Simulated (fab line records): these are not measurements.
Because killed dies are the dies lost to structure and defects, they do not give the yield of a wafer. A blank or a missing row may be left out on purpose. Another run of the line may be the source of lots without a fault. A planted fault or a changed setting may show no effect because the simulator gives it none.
Matching of chambers ; flow n5-finfet ; N5_BEOL_M5_ETCH_68 on rie-diel-01: 4 sister chambers
The step etches SOC in N2/H2, target depth 80 nm, overetch 16 nm, time 120 s. 7 wafers are shown with their chamber, then 7 later ones without.

EACH WAFER AND ITS CHAMBER
wafer;chamber;drypump-motor-current-A (A);throttle-valve-pct (%)
L082.2;1;5.4;17.25
L082.3;0;5.5;17.54
L087.2;1;5.4;17.27
L087.5;3;6.0;17.71
L087.6;2;5.3;17.31
L091.2;2;5.2;17.31
L091.3;3;6.0;17.71

WAFERS WITHOUT THEIR CHAMBER
wafer;drypump-motor-current-A (A);throttle-valve-pct (%)
L091.5;5.5;17.58
L089.1;6.0;17.71
L089.4;5.3;17.31
L089.6;5.5;17.29
L090.3;5.2;17.31
L090.4;5.5;17.58
L090.6;5.3;17.32

WHICH CHAMBER EACH WENT THROUGH
wafer;from the rows above;in truth
L091.5;0;0
L089.1;3;3
L089.4;2;2
L089.6;1;1
L090.3;2;2
L090.4;0;0
L090.6;2;2
7 of 7 placed correctly. From these rows, 0 cannot be placed. Wrongly placed: 0.
How it was worked out, from the rows above alone: a wafer's distance from a chamber is the root of the sum, over the readings, of the square of ((its reading less the chamber's mean) divided by the reading's scatter). The wafer belongs to the nearest chamber; if the next one is less than 2 further off, it can't be placed. Each chamber's mean is taken over the wafers shown for it. How the scatter is found: for the shown wafers, subtract from each reading the mean of its chamber, square and add these, divide the total by (wafers less chambers), then take the root.
